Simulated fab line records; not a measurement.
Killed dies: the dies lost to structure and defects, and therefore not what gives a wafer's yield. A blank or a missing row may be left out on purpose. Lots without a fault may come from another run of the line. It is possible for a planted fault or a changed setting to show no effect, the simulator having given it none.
fab line records || flow n5-finfet
record {"lots": 5, "wafers": 14, "last-day": 16}
route steps=1938 shown BEOL_M1@777 BEOL_M4@1111
lots that met no fault: taken from a fault-free run of the same line
start-h: start of the lot's first displayed wafer, in hours after the record's first day || wait-h: hours elapsed since this lot's preceding step || " repeats the value in the row above || L1.1+2: several wafers, shown together as one row || - no value, or no start was given || * or withheld: withheld || < > ~ a bound
route shown NAME@n: NAME is a module with steps in the file, n the number in the route of the first one || usual: mean/standard deviation taken from wafers without a fault || same: alike in all rows || chamber/n: place in a boat || sites: per-site readings || _std_site: the standard deviation of these || _edge_site: the outer-site mean with the inner-site mean subtracted || radius-mm: how far each site lies from the wafer's centre || mask NAME#n: copy n || behind: the tool/chamber that last shaped the wafer || hold: cause of the lot's hold/its duration in hours/its outcome || device: names the non-switching transistor (n, p or np) || end of line: at the end of the route, the tests of the same wafers || step lacking rows: just its recipe || killed: not the wafer's yield, but the dies lost to structure and defects at the first sort || map: shows each die of a wafer: x if killed, . if not, _ if none is there
set.NAME: the setting that was run; set.NAME@STEP: the one run at that earlier step || model.NAME: the simulator's own value behind a step, which no gauge read
lots seen at some steps along the route; tables by step, rows by wafer
services: the hour from which a tool's chamber was out of use, counted from the record's first day as start-h (under 0 if before that day), plus the number of hours and why
## steps
# step N5_BEOL_M1_COAT_67
# recipe {"resist": "SOC", "temp-c": 250, "time-s": 60, "spin-rpm": 1500, "resist-thk-nm": 60}
# step N5_BEOL_M1_COAT_68
# recipe {"resist": "SiARC", "temp-c": 220, "time-s": 60, "spin-rpm": 1500, "resist-thk-nm": 12}
# step N5_BEOL_M1_COAT_76
# recipe {"resist": "underlayer", "temp-c": 205, "time-s": 60, "spin-rpm": 1500, "resist-thk-nm": 5}
# step N5_BEOL_M1_COAT_22
# recipe {"resist": "CAR-EUV", "spin-rpm": 1500, "resist-thk-nm": 30}
# step N5_BEOL_M1_EBR_24
# recipe {"solvent": "PGMEA", "ebr-width-mm": 1.5}
# step N5_BEOL_M1_SOFTBAKE_23
# recipe {"temp-c": 110, "time-s": 60, "resist": "CAR-EUV"}
# step N5_BEOL_M1_EXPOSE_25
# recipe {"mask-id": "V0", "na": 0.33, "source-shape": "quasar", "sigma-inner": 0.2, "sigma-outer": 0.8, "polarization": "unpolarized", "defocus-nm": 5, "target-cd-nm": 24, "dose-mj": 63}
# step N5_BEOL_M1_PEB_26
# recipe {"peb-temp-c": 100, "peb-time-s": 60, "resist": "CAR-EUV"}
# step N5_BEOL_M1_DEVELOP_27
# recipe {"develop-time-s": 30, "developer": "TMAH", "resist": "CAR-EUV", "rinse-liquid": "surfactant-rinse", "dry": "air-spin", "dev-temp-c": 23}
# step N5_BEOL_M1_DESCUM_33
# recipe {"chemistry": "O2", "time-s": 7, "source-power-w": 50, "bias-power-w": 20, "pressure-mtorr": 20, "rf-frequency-hz": 2.712e+07, "temp-c": 40, "resist": "CAR-EUV", "o2-flow-sccm": 225}
# usual {"drypump-motor-current-A": "5.8/0.47", "oes-product-au": "0.80/0.092", "rf-fwd-power-W": "49.35/0.2", "rf-vpp-V": "243.7/1.3", "showerhead-plenum-p-Torr": "2.13/0.064", "throttle-valve-pct": "20.4/0.37"}
{"lot.wafer": "L654.3", "tool": "rie-diel-04", "chamber": 0, "start-h": 153.36, "wait-h": 0.5, "drypump-motor-current-A": 5.6, "oes-product-au": 0.72, "rf-fwd-power-W": 49.71, "rf-hours-counter-h": 173, "rf-vpp-V": 243.1, "showerhead-plenum-p-Torr": 2.08, "throttle-valve-pct": 20.8, "model.CAR-EUV_of_BEOL_M1_COAT_22.thk-nm": 26}
{"lot.wafer": "L654.5", "tool": "rie-diel-04", "chamber": 0, "start-h": 153.36, "wait-h": 0.5, "drypump-motor-current-A": 5.6, "oes-product-au": 0.73, "rf-fwd-power-W": 49.65, "rf-hours-counter-h": "-", "rf-vpp-V": 242.4, "showerhead-plenum-p-Torr": 2.08, "throttle-valve-pct": 20.8, "model.CAR-EUV_of_BEOL_M1_COAT_22.thk-nm": 26.2}
{"lot.wafer": "L654.6", "tool": "rie-diel-04", "chamber": 1, "start-h": 153.36, "wait-h": 0.5, "drypump-motor-current-A": 6.3, "oes-product-au": 0.74, "rf-fwd-power-W": 49.49, "rf-hours-counter-h": "-", "rf-vpp-V": 244.8, "showerhead-plenum-p-Torr": 2.17, "throttle-valve-pct": 20.1, "model.CAR-EUV_of_BEOL_M1_COAT_22.thk-nm": 26.2}
{"lot.wafer": "L662.1", "tool": "rie-diel-04", "chamber": 2, "start-h": 193.83, "wait-h": 0.0, "drypump-motor-current-A": 5.7, "oes-product-au": 0.72, "rf-fwd-power-W": "-", "rf-hours-counter-h": 158, "rf-vpp-V": 242.9, "showerhead-plenum-p-Torr": 2.19, "throttle-valve-pct": 20.8, "model.CAR-EUV_of_BEOL_M1_COAT_22.thk-nm": 27.2}
{"lot.wafer": "L662.4", "tool": "rie-diel-04", "chamber": 0, "start-h": 193.83, "wait-h": 0.0, "drypump-motor-current-A": 5.6, "oes-product-au": 0.72, "rf-fwd-power-W": "-", "rf-hours-counter-h": "-", "rf-vpp-V": 242.3, "showerhead-plenum-p-Torr": 2.08, "throttle-valve-pct": 20.8, "model.CAR-EUV_of_BEOL_M1_COAT_22.thk-nm": 27.2}
{"lot.wafer": "L664.1", "tool": "rie-diel-04", "chamber": 2, "start-h": 200.78, "wait-h": 0.3, "drypump-motor-current-A": 5.7, "oes-product-au": 0.72, "rf-fwd-power-W": "-", "rf-hours-counter-h": 161, "rf-vpp-V": 243.7, "showerhead-plenum-p-Torr": 2.19, "throttle-valve-pct": 20.9, "model.CAR-EUV_of_BEOL_M1_COAT_22.thk-nm": 27.2}
{"lot.wafer": "L664.3", "tool": "rie-diel-04", "chamber": 0, "start-h": 200.78, "wait-h": 0.3, "drypump-motor-current-A": 5.6, "oes-product-au": 0.71, "rf-fwd-power-W": 49.53, "rf-hours-counter-h": 190, "rf-vpp-V": 241.9, "showerhead-plenum-p-Torr": 2.08, "throttle-valve-pct": 20.8, "model.CAR-EUV_of_BEOL_M1_COAT_22.thk-nm": 26.2}
{"lot.wafer": "L664.5", "tool": "rie-diel-04", "chamber": 3, "start-h": 200.78, "wait-h": 0.3, "drypump-motor-current-A": 5.8, "oes-product-au": 1.03, "rf-fwd-power-W": 49.50, "rf-hours-counter-h": "-", "rf-vpp-V": 245.4, "showerhead-plenum-p-Torr": 2.16, "throttle-valve-pct": 19.9, "model.CAR-EUV_of_BEOL_M1_COAT_22.thk-nm": 26}
{"lot.wafer": "L665.2", "tool": "rie-diel-04", "chamber": 3, "start-h": 206.32, "wait-h": 0.0, "drypump-motor-current-A": 5.7, "oes-product-au": 1.01, "rf-fwd-power-W": 49.56, "rf-hours-counter-h": 3, "rf-vpp-V": 243.5, "showerhead-plenum-p-Torr": 2.15, "throttle-valve-pct": 19.9, "model.CAR-EUV_of_BEOL_M1_COAT_22.thk-nm": 26.2}
{"lot.wafer": "L665.3", "tool": "rie-diel-04", "chamber": 1, "start-h": 206.32, "wait-h": 0.0, "drypump-motor-current-A": 6.3, "oes-product-au": 0.73, "rf-fwd-power-W": 49.51, "rf-hours-counter-h": 199, "rf-vpp-V": 244.1, "showerhead-plenum-p-Torr": 2.16, "throttle-valve-pct": 20.1, "model.CAR-EUV_of_BEOL_M1_COAT_22.thk-nm": 26.4}
{"lot.wafer": "L665.4", "tool": "rie-diel-04", "chamber": 2, "start-h": 206.32, "wait-h": 0.0, "drypump-motor-current-A": 5.7, "oes-product-au": 0.72, "rf-fwd-power-W": "-", "rf-hours-counter-h": 163, "rf-vpp-V": 243.8, "showerhead-plenum-p-Torr": 2.19, "throttle-valve-pct": 20.9, "model.CAR-EUV_of_BEOL_M1_COAT_22.thk-nm": 27.2}
{"lot.wafer": "L668.1", "tool": "rie-diel-03", "chamber": 0, "start-h": 227.61, "wait-h": 0.1, "drypump-motor-current-A": 5.9, "oes-product-au": 0.74, "rf-fwd-power-W": 49.46, "rf-hours-counter-h": 177, "rf-vpp-V": 244.1, "showerhead-plenum-p-Torr": 2.09, "throttle-valve-pct": 20.4, "model.CAR-EUV_of_BEOL_M1_COAT_22.thk-nm": 26.2}
{"lot.wafer": "L668.2", "tool": "rie-diel-03", "chamber": 1, "start-h": 227.61, "wait-h": 0.1, "drypump-motor-current-A": 6.0, "oes-product-au": 0.73, "rf-fwd-power-W": 49.69, "rf-hours-counter-h": 184, "rf-vpp-V": 242.2, "showerhead-plenum-p-Torr": 1.99, "throttle-valve-pct": 20.6, "model.CAR-EUV_of_BEOL_M1_COAT_22.thk-nm": 26.2}
{"lot.wafer": "L668.3", "tool": "rie-diel-03", "chamber": 2, "start-h": 227.61, "wait-h": 0.1, "drypump-motor-current-A": 5.0, "oes-product-au": 0.80, "rf-fwd-power-W": 49.12, "rf-hours-counter-h": 117, "rf-vpp-V": 245.9, "showerhead-plenum-p-Torr": 2.11, "throttle-valve-pct": 20.7, "model.CAR-EUV_of_BEOL_M1_COAT_22.thk-nm": 26.2}
# step N5_BEOL_M1_ETCH_77
# recipe {"chemistry": "N2/H2", "target": "underlayer", "target-depth-a": 65, "mask-material": "CAR-EUV", "time-s": 5.2, "ion-energy-ev": 200, "pressure-mtorr": 30, "source-w": 840, "bias-w": 150, "n2-flow-sccm": 200, "h2-flow-sccm": 200, "ends": "cleared"}
# step N5_BEOL_M1_ETCH_69
# recipe {"chemistry": "CF4", "target": "SiARC", "target-depth-a": 156, "mask-material": "CAR-EUV", "time-s": 26, "ion-energy-ev": 80, "pressure-mtorr": 40, "source-w": 545, "bias-w": 36, "Ar_flow_sccm": 100, "cf4-flow-sccm": 100, "ends": "cleared"}
# step N5_BEOL_M1_ALD_98
# recipe {"material": "SiO2", "target-thk-a": 25, "temp-c": 100, "ald-precursor-family": "BDEAS", "ald-co-reactant": "O2-plasma", "pulse-time-s": 1, "co-reactant-pulse-time-s": 1, "purge-time-s": 2, "co-reactant-purge-time-s": 2, "ald-cycles": 17, "pressure-torr": 2}
# step N5_BEOL_M1_ETCHBACK_99
# recipe {"chemistry": "CHF3", "target": "SiO2", "target-depth-a": 50, "time-s": 10.4, "source-w": 215, "bias-w": 47, "Ar_flow_sccm": 200, "CHF3_flow_sccm": 12, "ion-energy-ev": 100, "pressure-mtorr": 30}
# usual {"CHF3_flow_sccm": "12.00/0.033", "drypump-motor-current-A": "5.7/0.43", "oes_ar_750_au": "0.78/0.076", "oes-product-au": "0.78/0.076", "rf-fwd-power-W": "212.4/0.98", "rf-vpp-V": "240/5.5", "showerhead-plenum-p-Torr": "2.18/0.067", "throttle-valve-pct": "17.1/0.31"}
{"lot.wafer": "L654.3", "tool": "rie-diel-02", "chamber": 3, "start-h": 157.13, "wait-h": 3.6, "CHF3_flow_sccm": 12.05, "drypump-motor-current-A": 6.6, "oes_ar_750_au": 0.93, "oes-product-au": 0.93, "rf-fwd-power-W": 212.3, "rf-hours-counter-h": 22, "rf-vpp-V": 245, "showerhead-plenum-p-Torr": 2.29, "throttle-valve-pct": 16.9, "model.CAR-EUV_of_BEOL_M1_COAT_22.thk-nm": 10.4}
{"lot.wafer": "L654.5", "tool": "rie-diel-02", "chamber": 3, "start-h": 157.13, "wait-h": 3.6, "CHF3_flow_sccm": 12.04, "drypump-motor-current-A": 6.6, "oes_ar_750_au": 0.93, "oes-product-au": 0.94, "rf-fwd-power-W": 212.2, "rf-hours-counter-h": "-", "rf-vpp-V": 243, "showerhead-plenum-p-Torr": 2.29, "throttle-valve-pct": 16.9, "model.CAR-EUV_of_BEOL_M1_COAT_22.thk-nm": 10.4}
{"lot.wafer": "L654.6", "tool": "rie-diel-02", "chamber": 2, "start-h": 157.13, "wait-h": 3.6, "CHF3_flow_sccm": 11.96, "drypump-motor-current-A": 6.6, "oes_ar_750_au": 0.90, "oes-product-au": 0.92, "rf-fwd-power-W": 212.4, "rf-hours-counter-h": "-", "rf-vpp-V": 246, "showerhead-plenum-p-Torr": 2.20, "throttle-valve-pct": 16.5, "model.CAR-EUV_of_BEOL_M1_COAT_22.thk-nm": 10.4}
{"lot.wafer": "L662.1", "tool": "rie-diel-03", "chamber": 2, "start-h": 194.46, "wait-h": 0.5, "CHF3_flow_sccm": 12.00, "drypump-motor-current-A": 5.0, "oes_ar_750_au": 0.79, "oes-product-au": 0.79, "rf-fwd-power-W": 213.0, "rf-hours-counter-h": 107, "rf-vpp-V": 238, "showerhead-plenum-p-Torr": 2.16, "throttle-valve-pct": 17.2, "model.CAR-EUV_of_BEOL_M1_COAT_22.thk-nm": 11.6}
{"lot.wafer": "L662.4", "tool": "rie-diel-03", "chamber": 3, "start-h": 194.46, "wait-h": 0.5, "CHF3_flow_sccm": 12.00, "drypump-motor-current-A": 5.7, "oes_ar_750_au": 0.89, "oes-product-au": 0.88, "rf-fwd-power-W": 212.7, "rf-hours-counter-h": 39, "rf-vpp-V": 234, "showerhead-plenum-p-Torr": 2.29, "throttle-valve-pct": 16.8, "model.CAR-EUV_of_BEOL_M1_COAT_22.thk-nm": 11.6}
{"lot.wafer": "L664.1", "tool": "rie-diel-03", "chamber": 2, "start-h": 207.58, "wait-h": 6.6, "CHF3_flow_sccm": 11.98, "drypump-motor-current-A": 5.0, "oes_ar_750_au": 0.79, "oes-product-au": 0.79, "rf-fwd-power-W": 210.0, "rf-hours-counter-h": 111, "rf-vpp-V": 238, "showerhead-plenum-p-Torr": 2.16, "throttle-valve-pct": 17.2, "model.CAR-EUV_of_BEOL_M1_COAT_22.thk-nm": 11.6}
{"lot.wafer": "L664.3", "tool": "rie-diel-03", "chamber": 3, "start-h": 207.58, "wait-h": 6.6, "CHF3_flow_sccm": 11.92, "drypump-motor-current-A": 5.6, "oes_ar_750_au": 0.89, "oes-product-au": 0.87, "rf-fwd-power-W": 213.2, "rf-hours-counter-h": 43, "rf-vpp-V": 233, "showerhead-plenum-p-Torr": 2.29, "throttle-valve-pct": 16.8, "model.CAR-EUV_of_BEOL_M1_COAT_22.thk-nm": 10.6}
{"lot.wafer": "L664.5", "tool": "rie-diel-03", "chamber": 1, "start-h": 207.58, "wait-h": 6.6, "CHF3_flow_sccm": 12.04, "drypump-motor-current-A": 6.0, "oes_ar_750_au": 0.74, "oes-product-au": 0.73, "rf-fwd-power-W": 213.2, "rf-hours-counter-h": "-", "rf-vpp-V": 230, "showerhead-plenum-p-Torr": 2.05, "throttle-valve-pct": 17.2, "model.CAR-EUV_of_BEOL_M1_COAT_22.thk-nm": 10.4}
{"lot.wafer": "L665.2", "tool": "rie-diel-04", "chamber": 2, "start-h": 207.62, "wait-h": 1.1, "CHF3_flow_sccm": 12.06, "drypump-motor-current-A": 5.7, "oes_ar_750_au": 0.72, "oes-product-au": 0.73, "rf-fwd-power-W": 212.1, "rf-hours-counter-h": 163, "rf-vpp-V": 248, "showerhead-plenum-p-Torr": 2.24, "throttle-valve-pct": 17.4, "model.CAR-EUV_of_BEOL_M1_COAT_22.thk-nm": 10.4}
{"lot.wafer": "L665.3", "tool": "rie-diel-04", "chamber": 0, "start-h": 207.62, "wait-h": 1.1, "CHF3_flow_sccm": 11.96, "drypump-motor-current-A": 5.6, "oes_ar_750_au": 0.72, "oes-product-au": 0.71, "rf-fwd-power-W": 212.7, "rf-hours-counter-h": 191, "rf-vpp-V": 243, "showerhead-plenum-p-Torr": 2.15, "throttle-valve-pct": 17.5, "model.CAR-EUV_of_BEOL_M1_COAT_22.thk-nm": 10.6}
{"lot.wafer": "L665.4", "tool": "rie-diel-04", "chamber": 3, "start-h": 207.62, "wait-h": 1.1, "CHF3_flow_sccm": 12.00, "drypump-motor-current-A": 5.7, "oes_ar_750_au": 1.01, "oes-product-au": 1.02, "rf-fwd-power-W": 212.2, "rf-hours-counter-h": 3, "rf-vpp-V": 241, "showerhead-plenum-p-Torr": 2.18, "throttle-valve-pct": 16.4, "model.CAR-EUV_of_BEOL_M1_COAT_22.thk-nm": 11.6}
{"lot.wafer": "L668.1", "tool": "rie-diel-03", "chamber": 0, "start-h": 232.70, "wait-h": 4.8, "CHF3_flow_sccm": 12.00, "drypump-motor-current-A": 5.9, "oes_ar_750_au": 0.74, "oes-product-au": 0.75, "rf-fwd-power-W": 212.0, "rf-hours-counter-h": 178, "rf-vpp-V": 241, "showerhead-plenum-p-Torr": 2.15, "throttle-valve-pct": 17.2, "model.CAR-EUV_of_BEOL_M1_COAT_22.thk-nm": 10.6}
{"lot.wafer": "L668.2", "tool": "rie-diel-03", "chamber": 1, "start-h": 232.70, "wait-h": 4.8, "CHF3_flow_sccm": 11.99, "drypump-motor-current-A": 6.0, "oes_ar_750_au": 0.74, "oes-product-au": 0.74, "rf-fwd-power-W": 212.3, "rf-hours-counter-h": 184, "rf-vpp-V": 231, "showerhead-plenum-p-Torr": 2.05, "throttle-valve-pct": 17.3, "model.CAR-EUV_of_BEOL_M1_COAT_22.thk-nm": 10.6}
{"lot.wafer": "L668.3", "tool": "rie-diel-03", "chamber": 2, "start-h": 232.70, "wait-h": 4.8, "CHF3_flow_sccm": 11.97, "drypump-motor-current-A": 5.0, "oes_ar_750_au": 0.79, "oes-product-au": 0.78, "rf-fwd-power-W": 210.5, "rf-hours-counter-h": 118, "rf-vpp-V": 238, "showerhead-plenum-p-Torr": 2.16, "throttle-valve-pct": 17.2, "model.CAR-EUV_of_BEOL_M1_COAT_22.thk-nm": 10.6}
# step N5_BEOL_M1_ETCH_70
# recipe {"chemistry": "N2/H2", "target": "SOC", "target-depth-a": 800, "overetch-a": 160, "mask-material": "SiARC", "temp-c": 40, "time-s": 120, "ion-energy-ev": 200, "pressure-mtorr": 30, "source-w": 840, "bias-w": 150, "n2-flow-sccm": 200, "h2-flow-sccm": 200}
# step N5_BEOL_M4_RC_MEAS_101
# usual {"DIBL_N": "35.9/1.4", "DIBL_P": "35.9/1.7", "IOFF_N": "0.160/0.026", "IOFF_P": "0.21/0.036", "ION_N": "672/11", "ION_P": "461/8.1", "SS_N": "71.4/0.54", "SS_P": "73.2/0.67", "VT_N": "249.3/2.7", "VT_P": "-250/3.9"}
{"lot.wafer": "L654.3", "tool": "prober-02", "chamber": 0, "start-h": 197.11, "wait-h": 0.3, "DIBL_N[mV/V]": 36.4, "DIBL_P[mV/V]": 35.4, "IOFF_N[nA/um]": 0.161, "IOFF_P[nA/um]": 0.20, "ION_N[uA/um]": 663, "ION_P[uA/um]": 454, "SS_N[mV/dec]": 71.0, "SS_P[mV/dec]": 73.6, "VT_N[mV]": 249.6, "VT_P[mV]": -252}
{"lot.wafer": "L654.5", "tool": "prober-02", "chamber": 0, "start-h": 197.11, "wait-h": 0.3, "DIBL_N[mV/V]": 35.9, "DIBL_P[mV/V]": 35.5, "IOFF_N[nA/um]": 0.162, "IOFF_P[nA/um]": 0.21, "ION_N[uA/um]": 674, "ION_P[uA/um]": 462, "SS_N[mV/dec]": 71.0, "SS_P[mV/dec]": 72.9, "VT_N[mV]": 250.4, "VT_P[mV]": -249}
{"lot.wafer": "L654.6", "tool": "prober-02", "chamber": 0, "start-h": 197.11, "wait-h": 0.3, "DIBL_N[mV/V]": 38.1, "DIBL_P[mV/V]": 37.9, "IOFF_N[nA/um]": 0.191, "IOFF_P[nA/um]": 0.25, "ION_N[uA/um]": 671, "ION_P[uA/um]": 463, "SS_N[mV/dec]": 72.0, "SS_P[mV/dec]": 74.1, "VT_N[mV]": 246.7, "VT_P[mV]": -246}
{"lot.wafer": "L662.1", "tool": "prober-01", "chamber": 0, "start-h": 232.06, "wait-h": 0.0, "DIBL_N[mV/V]": 35.1, "DIBL_P[mV/V]": 35.2, "IOFF_N[nA/um]": 0.136, "IOFF_P[nA/um]": 0.16, "ION_N[uA/um]": 659, "ION_P[uA/um]": 451, "SS_N[mV/dec]": 71.1, "SS_P[mV/dec]": 73.5, "VT_N[mV]": 253.4, "VT_P[mV]": -254}
{"lot.wafer": "L662.4", "tool": "prober-01", "chamber": 0, "start-h": 232.06, "wait-h": 0.0, "DIBL_N[mV/V]": 35.5, "DIBL_P[mV/V]": 35.0, "IOFF_N[nA/um]": 0.142, "IOFF_P[nA/um]": 0.17, "ION_N[uA/um]": 665, "ION_P[uA/um]": 451, "SS_N[mV/dec]": 70.7, "SS_P[mV/dec]": 73.6, "VT_N[mV]": 251.3, "VT_P[mV]": -255}
{"lot.wafer": "L664.1", "tool": "prober-01", "chamber": 0, "start-h": 250.32, "wait-h": 0.0, "DIBL_N[mV/V]": 37.1, "DIBL_P[mV/V]": 36.1, "IOFF_N[nA/um]": 0.182, "IOFF_P[nA/um]": 0.25, "ION_N[uA/um]": 678, "ION_P[uA/um]": 466, "SS_N[mV/dec]": 71.1, "SS_P[mV/dec]": 74.1, "VT_N[mV]": 247.4, "VT_P[mV]": -245}
{"lot.wafer": "L664.3", "tool": "prober-01", "chamber": 0, "start-h": 250.32, "wait-h": 0.0, "DIBL_N[mV/V]": 38.1, "DIBL_P[mV/V]": 37.9, "IOFF_N[nA/um]": 0.199, "IOFF_P[nA/um]": 0.26, "ION_N[uA/um]": 676, "ION_P[uA/um]": 465, "SS_N[mV/dec]": 72.3, "SS_P[mV/dec]": 74.0, "VT_N[mV]": 247.2, "VT_P[mV]": -247}
{"lot.wafer": "L664.5", "tool": "prober-01", "chamber": 0, "start-h": 250.32, "wait-h": 0.0, "DIBL_N[mV/V]": 36.6, "DIBL_P[mV/V]": 36.7, "IOFF_N[nA/um]": 0.176, "IOFF_P[nA/um]": 0.25, "ION_N[uA/um]": 686, "ION_P[uA/um]": 471, "SS_N[mV/dec]": 71.2, "SS_P[mV/dec]": 73.4, "VT_N[mV]": 247.0, "VT_P[mV]": -246}
{"lot.wafer": "L665.2", "tool": "prober-01", "chamber": 0, "start-h": 254.57, "wait-h": 0.2, "DIBL_N[mV/V]": 38.7, "DIBL_P[mV/V]": 38.9, "IOFF_N[nA/um]": 0.234, "IOFF_P[nA/um]": 0.30, "ION_N[uA/um]": 702, "ION_P[uA/um]": 480, "SS_N[mV/dec]": 72.1, "SS_P[mV/dec]": 74.8, "VT_N[mV]": 240.6, "VT_P[mV]": -243}
{"lot.wafer": "L665.3", "tool": "prober-01", "chamber": 0, "start-h": 254.57, "wait-h": 0.2, "DIBL_N[mV/V]": 35.7, "DIBL_P[mV/V]": 34.8, "IOFF_N[nA/um]": 0.174, "IOFF_P[nA/um]": 0.23, "ION_N[uA/um]": 687, "ION_P[uA/um]": 466, "SS_N[mV/dec]": 72.4, "SS_P[mV/dec]": 73.2, "VT_N[mV]": 246.4, "VT_P[mV]": -248}
{"lot.wafer": "L665.4", "tool": "prober-01", "chamber": 0, "start-h": 254.57, "wait-h": 0.2, "DIBL_N[mV/V]": 36.8, "DIBL_P[mV/V]": 36.1, "IOFF_N[nA/um]": 0.193, "IOFF_P[nA/um]": 0.24, "ION_N[uA/um]": 682, "ION_P[uA/um]": 464, "SS_N[mV/dec]": 71.8, "SS_P[mV/dec]": 74.2, "VT_N[mV]": 244.8, "VT_P[mV]": -246}
{"lot.wafer": "L668.1", "tool": "prober-02", "chamber": 0, "start-h": 260.94, "wait-h": 0.0, "DIBL_N[mV/V]": 35.9, "DIBL_P[mV/V]": 34.7, "IOFF_N[nA/um]": 0.152, "IOFF_P[nA/um]": 0.22, "ION_N[uA/um]": 664, "ION_P[uA/um]": 459, "SS_N[mV/dec]": 71.1, "SS_P[mV/dec]": 73.4, "VT_N[mV]": 249.3, "VT_P[mV]": -249}
{"lot.wafer": "L668.2", "tool": "prober-02", "chamber": 0, "start-h": 260.94, "wait-h": 0.0, "DIBL_N[mV/V]": 37.0, "DIBL_P[mV/V]": 36.9, "IOFF_N[nA/um]": 0.172, "IOFF_P[nA/um]": 0.27, "ION_N[uA/um]": 663, "ION_P[uA/um]": 461, "SS_N[mV/dec]": 71.4, "SS_P[mV/dec]": 73.1, "VT_N[mV]": 246.3, "VT_P[mV]": -247}
{"lot.wafer": "L668.3", "tool": "prober-02", "chamber": 0, "start-h": 260.94, "wait-h": 0.0, "DIBL_N[mV/V]": 35.3, "DIBL_P[mV/V]": 35.3, "IOFF_N[nA/um]": 0.155, "IOFF_P[nA/um]": 0.24, "ION_N[uA/um]": 676, "ION_P[uA/um]": 473, "SS_N[mV/dec]": 70.9, "SS_P[mV/dec]": 72.8, "VT_N[mV]": 247.6, "VT_P[mV]": -245}
## services
{"tool": "rie-diel-03", "chamber": "-", "start-h": 163.99, "hours": 0.5, "kind": "repair"}
{"tool": "rie-diel-03", "chamber": 2, "start-h": 175.88, "hours": 5.3, "kind": "repair"}
{"tool": "rie-diel-04", "chamber": 3, "start-h": 179.20, "hours": "-", "kind": "clean"}
{"tool": "rie-diel-04", "chamber": 3, "start-h": 179.20, "hours": "-", "kind": "consumable-replace:focus-ring"}
{"tool": "rie-diel-04", "chamber": 3, "start-h": 179.20, "hours": 17.8, "kind": "scheduled-down"}
{"tool": "rie-diel-04", "chamber": 3, "start-h": 179.20, "hours": 17.8, "kind": "vent-cycle"}
{"tool": "rie-diel-02", "chamber": 3, "start-h": 190.09, "hours": 4.6, "kind": "repair"}
## key
first-sign none at tools or gauges
model-effect {"step": "N5_BEOL_M1_DESCUM_33", "value": "CAR-EUV_of_BEOL_M1_COAT_22.thk-nm", "without": 26.2, "struck": 27.2}
model-effect {"step": "N5_BEOL_M1_ETCHBACK_99", "value": "CAR-EUV_of_BEOL_M1_COAT_22.thk-nm", "without": 10.6, "struck": 11.6}
met-at N5_BEOL_M1_DESCUM_33
struck-wafers L662.1,L662.4,L664.1,L665.4
onset-between 153.36 193.83
fault {"kind": "process-parameter-drift", "tool": "rie-diel-04", "chamber": "-", "onset-h": 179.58, "steps": "N5_BEOL_M1_DESCUM_33", "channel": "time-s", "offset": "*", "shape": "step", "end-h": 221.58, "scope": "struck-wafers-only", "acts-in": "*", "stated": "*"}
